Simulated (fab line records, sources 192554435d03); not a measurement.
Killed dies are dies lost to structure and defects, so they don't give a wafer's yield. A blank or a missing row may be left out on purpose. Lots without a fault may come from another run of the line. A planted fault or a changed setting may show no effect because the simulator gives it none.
fab line records | flow n5_finfet
record lots=5 wafers=15 last_day=17
route steps=1938 shown BEOL_M14@1753 BEOL_M15@1773
lots that met no fault: from a run of the same line without faults
start_h: hours from the record's first day to the start of the lot's first wafer shown | wait_h: hours since the lot's step before | " the same as in the row above | L1.1+2: a row that stands for several wafers | - no value, or no start given | * or withheld: withheld | < > ~ a bound
route shown NAME@n: a module of which the file shows steps, and the number in the route of the first | usual: mean/standard deviation of fault-free wafers | same: alike in all rows | chamber/n: place in a boat | sites: the reading at each site | _std_site: their standard deviation | _edge_site: outer sites' mean less inner sites' | radius_mm: how far each site lies from the wafer's centre | mask NAME#n: copy n | behind: the tool/chamber that last shaped the wafer | hold: why the lot was held/for how many hours/how that ended | device: the transistor (n, p or np) that didn't switch | end of line: the same wafers' tests at the end of the route | a step without rows: its recipe alone | killed: dies lost to structure and defects at the first sort, not the wafer's yield | map: a wafer's dies, x killed, . not, _ none there
set.NAME: the setting as run; set.NAME@STEP: as run at that earlier step | model.NAME: the simulator's own value behind a step, which no gauge read
lots at some steps of the route; a table a step, a row a wafer
services: from which hour (start_h, from the record's first day; less than 0 if before it) a tool's chamber was out of use, for how many hours, and why
## steps
# step N5_BEOL_M14_TRENCH_ETCH_34
# recipe chemistry=C4F8/O2/Ar target=SiO2 target_depth_a=5566.5 mask_material=SOC he_inner_torr=15 he_outer_torr=30 time_s=126.9 ion_energy_ev=800 pressure_mtorr=20 source_w=1905 bias_w=2040 Ar_flow_sccm=400 C4F8_flow_sccm=16 O2_flow_sccm=12
# usual drypump_motor_current_A=5.8/0.38 he_inner_torr=14.999/0.03 oes_product_au=0.82/0.07 rf_vpp_V=2225/21 showerhead_plenum_p_Torr=3.44/0.12 throttle_valve_pct=30.92/0.21
# columns lot.wafer tool chamber start_h wait_h drypump_motor_current_A he_inner_torr oes_product_au rf_hours_counter_h rf_vpp_V showerhead_plenum_p_Torr throttle_valve_pct
L080.1 rie_diel-02 3 272.29 0.0 6.6 14.975 0.75 131 2223 3.59 30.77
L080.5 " 1 " " 5.6 15.006 0.87 - 2256 3.36 30.71
L080.6 " 2 " " 5.7 15.042 0.73 - 2184 3.30 31.16
L086.1 rie_diel-06 3 321.63 0.0 5.6 14.934 0.86 42 2240 3.35 30.94
L086.4 " 0 " " 5.7 14.977 0.85 56 2236 3.62 30.91
L086.5 " 1 " " 5.2 15.021 0.69 - 2220 3.52 31.28
L087.1 rie_diel-02 1 322.20 0.0 5.7 15.026 0.84 60 2254 3.35 30.73
L087.3 " 0 " " 6.1 15.004 0.83 64 2228 3.35 30.83
L087.6 " 1 " " 5.6 14.954 0.84 - 2255 3.35 30.71
L089.1 rie_diel-02 3 334.61 0.0 6.6 15.017 0.73 154 2221 3.58 30.79
L089.3 " 0 " " 6.1 15.020 0.84 68 2230 3.35 30.85
L089.4 " 1 " " 5.6 15.000 0.84 65 2255 3.35 30.73
L094.1 rie_diel-05 0 370.54 0.0 5.8 15.009 0.78 115 2226 3.58 31.37
L094.3 " 2 " " 6.0 15.019 0.86 38 2196 3.48 30.92
L094.6 " 0 " " 5.8 15.022 0.79 - 2228 3.58 31.36
# step N5_BEOL_M14_STRIP_70
# recipe chemistry=C4F8/O2/Ar resist=SiARC rf_frequency_hz=6e+07
# columns lot.wafer tool chamber start_h wait_h
L080.1+5+6 rie_diel-02 3,1,2 272.41 0.1
L086.1+4+5 rie_diel-06 3,0,1 321.74 0.1
L087.1+3+6 rie_diel-02 1,0,1 322.32 0.1
L089.1+3+4 rie_diel-02 3,0,1 334.72 0.1
L094.1+3+6 rie_diel-05 0,2,0 370.66 0.1
# step N5_BEOL_M14_OCD_MEAS_35
# usual trench_depth_nm=557/6.4
# columns lot.wafer tool chamber start_h wait_h trench_depth_nm
L080.1 ocd-01 - 272.45 0.0 557
L080.5 " - " " 549
L080.6 " - " " 560
L086.1 ocd-01 - 321.78 0.0 561
L086.4 " - " " 551
L086.5 " - " " 554
L087.1 ocd-01 - 322.36 0.0 551
L087.3 " - " " 553
L087.6 " - " " 551
L089.1 ocd-02 - 334.76 0.0 556
L089.3 " - " " 564
L089.4 " - " " 555
L094.1 ocd-02 - 370.70 0.0 566
L094.3 " - " " 567
L094.6 " - " " 568
# step N5_BEOL_M14_STRIP_37
# recipe chemistry=O2 power_w=600 temp_c=60 pressure_mtorr=30 rf_frequency_hz=6e+07 bias_power_w=0 overash_fraction=0.3 o2_flow_sccm=225
# usual drypump_motor_current_A=5.8/0.36 oes_product_au=0.83/0.069 rf_vpp_V=3.7/1 showerhead_plenum_p_Torr=2.10/0.077 throttle_valve_pct=16.64/0.21
# columns lot.wafer tool chamber start_h wait_h drypump_motor_current_A oes_product_au rf_hours_counter_h rf_vpp_V showerhead_plenum_p_Torr throttle_valve_pct
L080.1 rie_diel-02 2 276.93 4.5 5.7 0.73 169 4.4 2.00 16.97
L080.5 " 0 " " 6.1 0.86 - 3.8 2.04 16.40
L080.6 " 1 " " 5.6 0.87 - 2.7 2.05 16.43
L086.1 rie_diel-05 0 321.82 0.0 5.7 0.78 102 4.4 2.20 17.01
L086.4 " 2 " " 6.0 0.89 24 1.8 2.13 16.62
L086.5 " 2 " " 6.0 0.89 - 6.0 2.14 16.64
L087.1 rie_diel-02 1 322.51 0.2 5.6 0.85 60 4.2 2.04 16.50
L087.3 " 2 " " 5.7 0.72 184 4.1 2.00 17.02
L087.6 " 0 " " 6.1 0.85 - 3.9 2.03 16.52
L089.1 rie_diel-02 0 336.47 1.7 6.1 0.83 69 3.7 2.03 16.49
L089.3 " 3 " " 6.5 0.73 155 3.6 2.19 16.61
L089.4 " 1 " " 5.6 0.83 66 2.9 2.04 16.47
L094.1 rie_diel-06 0 370.74 0.0 5.7 0.83 73 3.8 2.21 16.65
L094.3 " 1 " " 5.2 0.96 8 3.1 2.14 16.66
L094.6 " 2 " " 6.3 0.84 - 4.6 2.20 16.36
# step N5_BEOL_M14_ETCH_38
# recipe chemistry=CF4/N2 target=SiCN target_depth_a=1065 taper_deg=2 time_s=120.6 ion_energy_ev=150 mask_material=SiO2 pressure_mtorr=40 source_w=430 bias_w=70 Ar_flow_sccm=100 cf4_flow_sccm=60 n2_flow_sccm=60
# usual cf4_flow_sccm=60.00/0.2 drypump_motor_current_A=5.8/0.36 oes_product_au=0.84/0.066 rf_vpp_V=382.5/2.2 showerhead_plenum_p_Torr=2.22/0.079 throttle_valve_pct=15.41/0.21
# columns lot.wafer tool chamber start_h wait_h cf4_flow_sccm drypump_motor_current_A oes_product_au rf_hours_counter_h rf_vpp_V showerhead_plenum_p_Torr throttle_valve_pct
L080.1 rie_diel-02 2 - - 59.85 5.7 0.74 169 380.8 2.11 15.77
L080.5 " 0 " " 60.54 6.1 0.86 - 382.7 2.15 15.24
L080.6 " 1 " " 60.36 5.7 0.87 - 381.1 2.16 15.20
L086.1 rie_diel-05 0 - - 59.82 5.7 0.80 102 384.2 2.31 15.82
L086.4 " 2 " " 60.23 6.0 0.88 24 382.7 2.25 15.42
L086.5 " 2 " " 60.10 6.0 0.87 - 381.7 2.25 15.41
L087.1 rie_diel-02 1 - - 60.10 5.7 0.85 60 382.6 2.15 15.23
L087.3 " 2 " " 60.00 5.7 0.72 184 379.4 2.11 15.80
L087.6 " 0 " " 60.25 6.1 0.84 - 380.9 2.15 15.28
L089.1 rie_diel-02 0 - - 60.43 6.2 0.83 69 380.2 2.15 15.25
L089.3 " 3 " " 59.74 6.6 0.73 155 384.7 2.30 15.40
L089.4 " 1 " " 60.41 5.6 0.84 66 380.7 2.15 15.25
L094.1 rie_diel-06 0 - - 60.02 5.7 0.85 73 384.4 2.32 15.42
L094.3 " 1 " " 60.17 5.2 0.97 8 382.7 2.26 15.43
L094.6 " 2 " " 59.66 6.3 0.81 - 385.3 2.32 15.19
# step N5_BEOL_M14_PRECLEAN_39
# recipe chemistry=residue_remover time_s=60 temp_c=40
# columns lot.wafer tool chamber start_h wait_h
L080.1+5+6 wet_bench-02 3,6,1 277.13 -
L086.1+4+5 wet_bench-02 6,0,7 322.02 -
L087.1+3+6 wet_bench-02 5,0,1 322.71 -
L089.1+3+4 wet_bench-02 5,2,1 336.67 -
L094.1+3+6 wet_bench-05 2,1,3 370.93 -
# step N5_BEOL_M14_SRD_40
# recipe time_s=30 temp_c=23 rinse_liquid=diw dry=n2_spin spin_rpm=1500 dry_time_s=30
# usual do_supply_ppb=10.00/0.1
# columns lot.wafer tool chamber start_h wait_h do_supply_ppb
L080.1 wet_bench-02 3 277.15 0.0 9.99
L080.5 " 6 " " 10.19
L080.6 " 1 " " 10.01
L086.1 wet_bench-02 6 322.04 0.0 10.17
L086.4 " 0 " " 9.95
L086.5 " 7 " " 9.95
L087.1 wet_bench-02 5 322.73 0.0 10.05
L087.3 " 0 " " 9.90
L087.6 " 1 " " 9.95
L089.1 wet_bench-02 5 336.69 0.0 10.12
L089.3 " 2 " " 10.17
L089.4 " 1 " " 10.04
L094.1 wet_bench-05 2 370.96 0.0 9.74
L094.3 " 1 " " 10.00
L094.6 " 3 " " 10.09
# step N5_BEOL_M14_DEGAS_41
# recipe ambient=vacuum temp_c=300 time_s=60
# usual heater_power_w=481/55
# columns lot.wafer tool chamber start_h wait_h heater_power_w
L080.1 pvd_sputter-01 - 277.37 0.2 471
L080.5 " - " " 468
L080.6 " - " " 464
L086.1 pvd_sputter-03 - 322.35 0.3 493
L086.4 " - " " 559
L086.5 " - " " 500
L087.1 pvd_sputter-02 - 322.93 0.2 489
L087.3 " - " " 478
L087.6 " - " " 476
L089.1 pvd_sputter-02 - 336.93 0.2 449
L089.3 " - " " 407
L089.4 " - " " 484
L094.1 pvd_sputter-02 - 371.12 0.1 458
L094.3 " - " " 497
L094.6 " - " " 403
# step N5_BEOL_M14_PRE_CLEAN_42
# recipe gas=H2/He time_s=30 temp_c=300
# usual heater_power_w=481/54
# columns lot.wafer tool chamber start_h wait_h heater_power_w
L080.1 pvd_sputter-01 - 277.41 0.0 472
L080.5 " - " " 469
L080.6 " - " " 460
L086.1 pvd_sputter-03 - 322.39 0.0 480
L086.4 " - " " 544
L086.5 " - " " 495
L087.1 pvd_sputter-02 - 322.97 0.0 476
L087.3 " - " " 481
L087.6 " - " " 485
L089.1 pvd_sputter-02 - 336.97 0.0 449
L089.3 " - " " 394
L089.4 " - " " 477
L094.1 pvd_sputter-02 - 371.16 0.0 443
L094.3 " - " " 482
L094.6 " - " " 386
# step N5_BEOL_M14_SPUTTER_43
# recipe material=TaN target_thk_a=150 temp_c=50 bias_v=168.6 power_w=15000 chamber_pressure_pa=0.12 time_s=24.19
# usual throttle_valve_pct=30.0/0.62
# columns lot.wafer tool chamber start_h wait_h throttle_valve_pct
L080.1 pvd_sputter-01 - 277.45 0.0 30.8
L080.5 " - " " 30.9
L080.6 " - " " 30.1
L086.1 pvd_sputter-03 - 322.43 0.0 29.5
L086.4 " - " " 29.6
L086.5 " - " " 29.7
L087.1 pvd_sputter-02 - 323.01 0.0 29.2
L087.3 " - " " 30.1
L087.6 " - " " 30.3
L089.1 pvd_sputter-02 - 337.01 0.0 29.4
L089.3 " - " " 30.9
L089.4 " - " " 29.4
L094.1 pvd_sputter-02 - 371.20 0.0 29.4
L094.3 " - " " 30.6
L094.6 " - " " 30.7
# step N5_BEOL_M14_SPUTTER_44
# recipe material=Ta target_thk_a=150 temp_c=50 bias_v=80 power_w=15000 chamber_pressure_pa=0.07 time_s=24.19
# usual throttle_valve_pct=29.9/0.59
# columns lot.wafer tool chamber start_h wait_h throttle_valve_pct
L080.1 pvd_sputter-01 - 277.53 0.0 30.9
L080.5 " - " " 30.7
L080.6 " - " " 30.1
L086.1 pvd_sputter-03 - 322.51 0.0 30.0
L086.4 " - " " 29.5
L086.5 " - " " 29.9
L087.1 pvd_sputter-02 - 323.09 0.0 29.4
L087.3 " - " " 30.4
L087.6 " - " " 30.5
L089.1 pvd_sputter-02 - 337.09 0.0 29.5
L089.3 " - " " 30.4
L089.4 " - " " 29.3
L094.1 pvd_sputter-02 - 371.28 0.0 29.2
L094.3 " - " " 30.3
L094.6 " - " " 30.4
# step N5_BEOL_M14_SPUTTER_45
# recipe material=Cu target_thk_a=1000 temp_c=-20 bias_v=60 power_w=26000 chamber_pressure_pa=0.13 time_s=16.67
# usual throttle_valve_pct=29.9/0.61
# columns lot.wafer tool chamber start_h wait_h throttle_valve_pct
L080.1 pvd_sputter-01 - 277.61 0.0 30.5
L080.5 " - " " 30.8
L080.6 " - " " 29.8
L086.1 pvd_sputter-03 - 322.59 0.0 29.8
L086.4 " - " " 29.6
L086.5 " - " " 29.8
L087.1 pvd_sputter-02 - 323.17 0.0 29.0
L087.3 " - " " 30.6
L087.6 " - " " 30.6
L089.1 pvd_sputter-02 - 337.17 0.0 29.1
L089.3 " - " " 30.3
L089.4 " - " " 29.6
L094.1 pvd_sputter-02 - 371.36 0.0 29.3
L094.3 " - " " 30.3
L094.6 " - " " 30.4
# step N5_BEOL_M14_ECD_47
# recipe material=Cu target_thk_a=12480
# columns lot.wafer tool chamber start_h wait_h
L080.1+5+6 ecd_cu-02 0,1,0 277.73 0.1
L086.1+4+5 ecd_cu-01 1 322.71 0.1
L087.1+3+6 ecd_cu-01 0,1,0 323.28 0.1
L089.1+3+4 ecd_cu-01 0,1,0 337.29 0.1
L094.1+3+6 ecd_cu-01 1,0,0 371.48 0.1
# step N5_BEOL_M14_ANNEAL_48
# recipe temp_c=225 time_s=90 ambient=N2
# usual wafer_temp_C_max=226.1/0.3
# columns lot.wafer tool chamber start_h wait_h wafer_temp_C_max
L080.1 rtp_anneal-02 0 278.53 0.7 226.1
L080.5 " 0 " " 226.6
L080.6 " 0 " " 226.4
L086.1 rtp_anneal-02 0 325.04 2.3 226.4
L086.4 " 0 " " 225.8
L086.5 " 0 " " 226.0
L087.1 rtp_anneal-02 0 325.76 2.4 226.3
L087.3 " 0 " " 226.6
L087.6 " 0 " " 226.0
L089.1 rtp_anneal-02 0 340.97 3.6 226.1
L089.3 " 0 " " 225.7
L089.4 " 0 " " 226.1
L094.1 rtp_anneal-02 0 374.58 3.1 226.5
L094.3 " 0 " " 226.1
L094.6 " 0 " " 226.0
# step N5_BEOL_M14_CMP_49
# recipe stop_on=SiO2 t_overpolish_s=5.2 down_force_psi=2 platen_rpm=80 clearing_platen_down_force_psi=2 clearing_platen_rpm=80 post_cmp_clean=cu_alkaline target_thk_nm=560 clearing_platen_pad_velocity_m_s=1.5917 pad_velocity_m_s=1.5917
# usual barrier_field_endpoint_s=11.37/0.25 motor_current_A=8.2/0.7 overpolish_run_s=5.201/0.0085 time_to_endpoint_s=122/4.1
# columns lot.wafer tool chamber start_h wait_h barrier_field_endpoint_s motor_current_A overpolish_run_s time_to_endpoint_s
L080.1 cmp-02 1 278.94 0.4 11.53 8.7 5.195 121
L080.6 " 2 " " 11.59 7.2 5.189 120
L080.5 " 3 " " 11.63 7.6 5.198 123
L086.1 cmp-03 3 325.48 0.4 11.89 7.5 5.208 128
L086.4 " 0 " " 11.86 8.8 5.207 129
L086.5 " 3 " " 11.77 7.8 5.204 128
L087.1 cmp-02 0 326.06 0.3 11.44 8.5 5.205 123
L087.3 " 3 " " 11.71 7.3 5.207 132
L087.6 " 1 " " 11.52 8.4 5.191 127
L089.4 cmp-04 1 341.27 0.1 11.40 9.4 5.187 119
L089.3 " 2 " " 11.37 8.2 5.203 119
L089.1 " 0 " " 11.10 7.3 5.210 116
L094.3 cmp-02 3 374.92 0.2 11.19 7.6 5.211 124
L094.1 " 1 " " 11.51 8.5 5.195 128
L094.6 " 2 " " 11.46 6.8 5.199 125
# step N5_BEOL_M14_THK_MEAS_50
# recipe thk_meas_gauge=xrf reads=Cu_of_BEOL_M14_ECD_47
# usual M14_THK=564/8.3
# columns lot.wafer tool chamber start_h wait_h M14_THK[nm]
L080.1 film_metro-01 - 279.12 - 573
L080.5 " - " " 563
L080.6 " - " " 577
L086.1 film_metro-02 - 325.74 - 569
L086.4 " - " " 559
L086.5 " - " " 564
L087.1 film_metro-02 - 326.35 - 557
L087.3 " - " " 556
L087.6 " - " " 555
L089.1 film_metro-01 - 341.57 - 569
L089.3 " - " " 573
L089.4 " - " " 566
L094.1 film_metro-02 - 375.18 - 565
L094.3 " - " " 563
L094.6 " - " " 567
# step N5_BEOL_M14_PRE_CLEAN_52
# recipe gas=NH3 time_s=15 temp_c=withheld rf_power_w=300
# columns lot.wafer tool chamber start_h wait_h
L080.1+5+6 pecvd-02 2,0,1 279.15 0.0
L086.1+4+5 pecvd-02 0,2,0 325.77 0.0
L087.1+3+6 pecvd-02 1,0,0 326.39 0.0
L089.1+3+4 pecvd-04 0,1,0 341.60 0.0
L094.1+3+6 pecvd-02 1,0,0 375.21 0.0
# step N5_BEOL_M14_DEP_53
# recipe material=SiCN target_thk_a=500 temp_c=withheld precursor=3MS/NH3 pressure_torr=3 rf_w=675 time_s=17.8
# usual showerhead_plenum_p_Torr=4.163/0.02 showerhead_vpp_V=1568/59 throttle_valve_pct=17.6/0.86
# columns lot.wafer tool chamber start_h wait_h showerhead_plenum_p_Torr showerhead_vpp_V throttle_valve_pct
L080.1 pecvd-02 2 279.18 0.0 4.141 1548 16.0
L080.5 " 0 " " 4.155 1612 18.3
L080.6 " 1 " " 4.196 1579 18.0
L086.1 pecvd-02 0 325.80 0.0 4.162 1599 18.7
L086.4 " 2 " " 4.137 1506 16.2
L086.5 " 0 " " 4.156 1610 18.3
L087.1 pecvd-02 1 326.42 0.0 4.184 1564 18.0
L087.3 " 0 " " 4.173 1660 18.5
L087.6 " 0 " " 4.168 1624 18.7
L089.1 pecvd-04 0 341.63 0.0 4.152 1660 17.2
L089.3 " 1 " " 4.124 1571 19.0
L089.4 " 0 " " 4.148 1670 16.9
L094.1 pecvd-02 1 375.24 0.0 4.180 1552 18.0
L094.3 " 0 " " 4.167 1645 18.4
L094.6 " 0 " " 4.165 1602 18.2
# step N5_BEOL_M14_RS_MEAS_54
# recipe thk_meas_gauge=four-point-probe reads=Cu_of_BEOL_M14_ECD_47+Ta_of_BEOL_M14_SPUTTER_44+TaN_of_BEOL_M14_SPUTTER_43
# usual M14_RS=0.0332/0.00038
# columns lot.wafer tool chamber start_h wait_h M14_RS[ohm/sq]
L080.1 film_metro-02 - 279.25 0.0 0.0332
L080.5 " - " " 0.0337
L080.6 " - " " 0.0330
L086.1 film_metro-02 - 325.88 0.1 0.0329
L086.4 " - " " 0.0336
L086.5 " - " " 0.0333
L087.1 film_metro-01 - 326.48 0.0 0.0335
L087.3 " - " " 0.0334
L087.6 " - " " 0.0335
L089.1 film_metro-02 - 341.69 0.0 0.0333
L089.3 " - " " 0.0329
L089.4 " - " " 0.0334
L094.1 film_metro-02 - 375.31 0.0 0.0326
L094.3 " - " " 0.0326
L094.6 " - " " 0.0325
# step N5_BEOL_M14_INSPECT_55
# recipe inspect_instrument=darkfield mode=post_dep
# usual raw_defect_count=71/24
# columns lot.wafer tool chamber start_h wait_h raw_defect_count
L080.1 defect_inspect-01 - 279.27 0.0 72
L080.5 " - " " 79
L080.6 " - " " 69
L086.1 defect_inspect-02 - 325.90 0.0 98
L086.4 " - " " 66
L086.5 " - " " 60
L087.1 defect_inspect-02 - 326.51 0.0 25
L087.3 " - " " 41
L087.6 " - " " 57
L089.1 defect_inspect-01 - 341.72 0.0 78
L089.3 " - " " 81
L089.4 " - " " 60
L094.1 defect_inspect-02 - 375.33 0.0 54
L094.3 " - " " 55
L094.6 " - " " 32
# step N5_BEOL_M15_ILD_DEP_00
# recipe material=SiO2 target_thk_a=16293 temp_c=400 precursor=TEOS/O2 pressure_torr=6.5 rf_w=900 teos_flow_sccm=161.4 gas=O2 flow_sccm=2650 time_s=346.1
# usual heater_power_w=535/110 showerhead_plenum_p_Torr=8.36/0.033 showerhead_vpp_V=1826/42 throttle_valve_pct=18.3/0.86
# columns lot.wafer tool chamber start_h wait_h heater_power_w showerhead_plenum_p_Torr showerhead_vpp_V throttle_valve_pct
L080.1 pecvd-03 0 279.31 0.0 558 8.37 1786 19.1
L080.5 " 1 " " 321 8.39 1800 18.1
L080.6 " 0 " " 422 8.37 1815 19.3
L086.1 pecvd-01 1 325.94 0.0 546 8.39 1846 19.2
L086.4 " 1 " " 623 8.37 1850 19.3
L086.5 " 0 " " 596 8.35 1814 18.3
L087.1 pecvd-03 1 326.55 0.0 360 8.40 1776 18.1
L087.3 " 0 " " 538 8.36 1837 19.7
L087.6 " 1 " " 416 8.37 1780 18.2
L089.1 pecvd-03 2 341.76 0.0 478 8.38 1867 17.2
L089.3 " 0 " " 498 8.37 1807 19.5
L089.4 " 2 " " 555 8.36 1837 17.2
L094.1 pecvd-01 0 375.37 0.0 769 8.35 1826 18.7
L094.3 " 1 " " 582 8.39 1870 19.1
L094.6 " 1 " " 667 8.39 1885 19.0
# step N5_BEOL_M15_THK_MEAS_01
# recipe reads=SiO2_of_BEOL_M15_ILD_DEP_00
# usual M15_ILD_THK=1628/21
# columns lot.wafer tool chamber start_h wait_h M15_ILD_THK[nm]
L080.1 film_metro-01 - 279.56 0.1 1632
L080.5 " - " " 1637
L080.6 " - " " 1636
L086.1 film_metro-01 - 326.30 0.2 1614
L086.4 " - " " 1634
L086.5 " - " " 1642
L087.1 film_metro-02 - 326.79 0.1 1603
L087.3 " - " " 1622
L087.6 " - " " 1627
L089.1 film_metro-01 - 342.01 0.1 1606
L089.3 " - " " 1606
L089.4 " - " " 1643
L094.1 film_metro-02 - 375.62 0.1 1634
L094.3 " - " " 1643
L094.6 " - " " 1651
# step N5_BEOL_M15_COAT_58
# recipe resist=BARC temp_c=205 time_s=60 spin_rpm=1500 resist_thk_nm=89
# columns lot.wafer tool chamber start_h wait_h
L080.1+5+6 litho_track-03 0 279.59 0.0
L086.1+4+5 litho_track-03 0 326.33 0.0
L087.1+3+6 litho_track-01 0 326.83 0.0
L089.1+3+4 litho_track-02 0 342.04 0.0
L094.1+3+6 litho_track-02 0 375.65 0.0
# step N5_BEOL_M15_COAT_04
# recipe spin_rpm=1704 resist_thk_nm=800
# columns lot.wafer tool chamber start_h wait_h
L080.1+5+6 litho_track-03 0 - -
L086.1+4+5 litho_track-03 0 - -
L087.1+3+6 litho_track-01 0 - -
L089.1+3+4 litho_track-02 0 - -
L094.1+3+6 litho_track-02 0 - -
# step N5_BEOL_M15_EBR_06
# recipe solvent=PGMEA ebr_width_mm=1.5
# columns lot.wafer tool chamber start_h wait_h
L080.1+5+6 litho_track-03 0 - -
L086.1+4+5 litho_track-03 0 - -
L087.1+3+6 litho_track-01 0 - -
L089.1+3+4 litho_track-02 0 - -
L094.1+3+6 litho_track-02 0 - -
# step N5_BEOL_M15_SOFTBAKE_05
# recipe temp_c=130 time_s=60
# columns lot.wafer tool chamber start_h wait_h
L080.1+5+6 litho_track-03 0 - -
L086.1+4+5 litho_track-03 0 - -
L087.1+3+6 litho_track-01 0 - -
L089.1+3+4 litho_track-02 0 - -
L094.1+3+6 litho_track-02 0 - -
# step N5_BEOL_M15_EXPOSE_07
# recipe mask_id=V14 na=0.8 source_shape=annular sigma_inner=0.5 sigma_outer=0.8 polarization=unpolarized attpsm_phase_deg=180 dose_mj=41.25
# same sigma_outer=0.8
# columns lot.wafer tool chamber start_h wait_h mask
L080.1+5+6 krf_scanner-02 0 279.82 - V14#0
L086.1+4+5 krf_scanner-02 0 326.43 - V14#0
L087.1+3+6 krf_scanner-02 0 326.93 - V14#0
L089.1+3+4 krf_scanner-01 0 342.26 - V14#0
L094.1+3+6 krf_scanner-01 0 375.87 - V14#0
# step N5_BEOL_M15_PEB_08
# recipe peb_temp_c=130 peb_time_s=90
# columns lot.wafer tool chamber start_h wait_h
L080.1+5+6 litho_track-03 0 279.88 0.1
L086.1+4+5 litho_track-03 0 326.49 0.1
L087.1+3+6 litho_track-02 0 326.98 0.1
L089.1+3+4 litho_track-03 0 342.32 0.1
L094.1+3+6 litho_track-01 0 375.93 0.1
# step N5_BEOL_M15_DEVELOP_09
# recipe develop_time_s=45 rinse_liquid=diw dry=air_spin dev_temp_c=21
# columns lot.wafer tool chamber start_h wait_h
L080.1+5+6 litho_track-03 0 - -
L086.1+4+5 litho_track-03 0 - -
L087.1+3+6 litho_track-02 0 - -
L089.1+3+4 litho_track-03 0 - -
L094.1+3+6 litho_track-01 0 - -
# step N5_BEOL_M15_HARDBAKE_14
# recipe temp_c=130 time_s=120
# columns lot.wafer tool chamber start_h wait_h
L080.1+5+6 litho_track-03 0 - -
L086.1+4+5 litho_track-03 0 - -
L087.1+3+6 litho_track-02 0 - -
L089.1+3+4 litho_track-03 0 - -
L094.1+3+6 litho_track-01 0 - -
# step N5_BEOL_M15_CD_MEAS_10
# recipe target_cd_nm=360 landing_energy_ev=500 detector=se_inlens polarity=opening
# usual cd_nm=360.4/1.2
# columns lot.wafer tool chamber start_h wait_h cd_nm
L080.1 cd_sem-03 0 279.99 - 361.2
L080.5 " 0 " " 360.7
L080.6 " 0 " " 360.3
L086.1 cd_sem-02 0 326.60 - 360.0
L086.4 " 0 " " 359.4
L086.5 " 0 " " 362.2
L087.1 cd_sem-02 0 327.10 - 360.4
L087.3 " 0 " " 360.8
L087.6 " 0 " " 360.1
L089.1 cd_sem-02 0 342.44 - 358.1
L089.3 " 0 " " 358.0
L089.4 " 0 " " 358.9
L094.1 cd_sem-02 0 376.05 - 359.9
L094.3 " 0 " " 362.1
L094.6 " 0 " " 361.0
# step N5_BEOL_M15_OVL_MEAS_11
# recipe points_per_wafer=44
# usual V14_OVL=2/5.1
# columns lot.wafer tool chamber start_h wait_h V14_OVL[nm]
L080.1 overlay-01 0 280.02 0.0 -4
L080.5 " 0 " " -7
L080.6 " 0 " " 1
L086.1 overlay-01 0 326.63 0.0 -1
L086.4 " 0 " " 7
L086.5 " 0 " " -1
L087.1 overlay-01 0 327.13 0.0 -7
L087.3 " 0 " " 0
L087.6 " 0 " " -5
L089.1 overlay-01 0 342.47 0.0 -2
L089.3 " 0 " " 8
L089.4 " 0 " " 4
L094.1 overlay-01 0 376.08 0.0 1
L094.3 " 0 " " 2
L094.6 " 0 " " -2
# step N5_BEOL_M15_INSPECT_12
# recipe mode=adi inspect_instrument=macro
# usual raw_defect_count=2.1/1.3
# columns lot.wafer tool chamber start_h wait_h raw_defect_count
L080.1 defect_inspect-01 - 280.05 0.0 5
L080.5 " - " " 0
L080.6 " - " " 3
L086.1 defect_inspect-02 - 326.66 0.0 3
L086.4 " - " " 0
L086.5 " - " " 1
L087.1 defect_inspect-01 - 327.15 0.0 2
L087.3 " - " " 3
L087.6 " - " " 2
L089.1 defect_inspect-02 - 342.49 0.0 2
L089.3 " - " " 3
L089.4 " - " " 2
L094.1 defect_inspect-01 - 376.10 0.0 5
L094.3 " - " " 2
L094.6 " - " " 1
# step N5_BEOL_M15_DESCUM_15
# recipe chemistry=O2 time_s=7.9 source_power_w=50 bias_power_w=20 pressure_mtorr=20 rf_frequency_hz=2.712e+07 temp_c=40 o2_flow_sccm=225
# usual drypump_motor_current_A=5.6/0.3 oes_product_au=0.77/0.078 rf_vpp_V=242.1/1.7 showerhead_plenum_p_Torr=2.03/0.1 throttle_valve_pct=20.33/0.18
# columns lot.wafer tool chamber start_h wait_h drypump_motor_current_A oes_product_au rf_hours_counter_h rf_vpp_V showerhead_plenum_p_Torr throttle_valve_pct
L080.1 rie_diel-01 2 280.33 0.3 5.7 0.77 150 243.2 2.10 20.13
L080.5 " 1 " " 6.0 0.71 - 244.8 2.17 20.33
L080.6 " 2 " " 5.7 0.77 - 241.9 2.10 20.13
L086.1 rie_diel-01 1 326.78 0.1 6.0 0.70 218 245.5 2.17 20.34
L086.4 " 0 " " 5.7 0.76 129 241.8 2.11 20.19
L086.5 " 2 " " 5.7 0.75 - 242.5 2.09 20.15
L087.1 rie_diel-04 3 327.21 0.0 6.0 0.73 176 240.2 2.00 20.27
L087.3 " 2 " " 5.8 0.70 191 240.1 1.91 20.37
L087.6 " 3 " " 6.0 0.73 - 242.4 2.00 20.27
L089.1 rie_diel-01 1 342.69 0.2 6.0 0.70 222 243.7 2.17 20.34
L089.3 " 2 " " 5.7 0.74 170 243.1 2.09 20.16
L089.4 " 0 " " 5.7 0.77 133 243.4 2.11 20.20
L094.1 rie_diel-04 0 376.23 0.1 5.2 0.88 38 241.7 2.05 20.06
L094.3 " 2 " " 5.8 0.70 205 238.6 1.91 20.38
L094.6 " 1 " " 5.1 0.93 - 245.6 2.23 20.39
## services
# columns tool chamber start_h hours kind
krf_scanner-01 - 253.37 4.4 pm
rie_diel-04 - 254.83 0.1 repair
rie_diel-01 2 256.39 8.1 repair
rie_diel-01 1 260.87 12.6 repair
pecvd-02 1 264.72 3.6 repair
rie_diel-06 - 265.39 0.7 repair
krf_scanner-01 - 269.89 4.0 pm
rie_diel-06 - 270.83 0.2 repair
rie_diel-02 0 279.12 2.5 repair
ecd_cu-01 - 282.01 0.9 repair
krf_scanner-02 - 286.46 1.6 repair
rie_diel-06 2 288.40 8.9 repair
rie_diel-06 1 304.37 12.7 repair
rie_diel-02 2 312.47 4.1 repair
krf_scanner-02 - 323.57 1.0 pm
pecvd-03 - 325.00 1.4 repair
cmp-02 - 338.95 11.1 pm
rie_diel-05 0 342.72 3.9 repair
ecd_cu-01 - 345.00 2.7 repair
pecvd-03 - 345.41 1.7 repair
krf_scanner-02 - 346.80 1.3 pm
pecvd-03 - 359.33 2.8 pm
rie_diel-01 2 359.98 1.5 repair
cmp-02 - 363.19 0.2 repair
## key
fault none
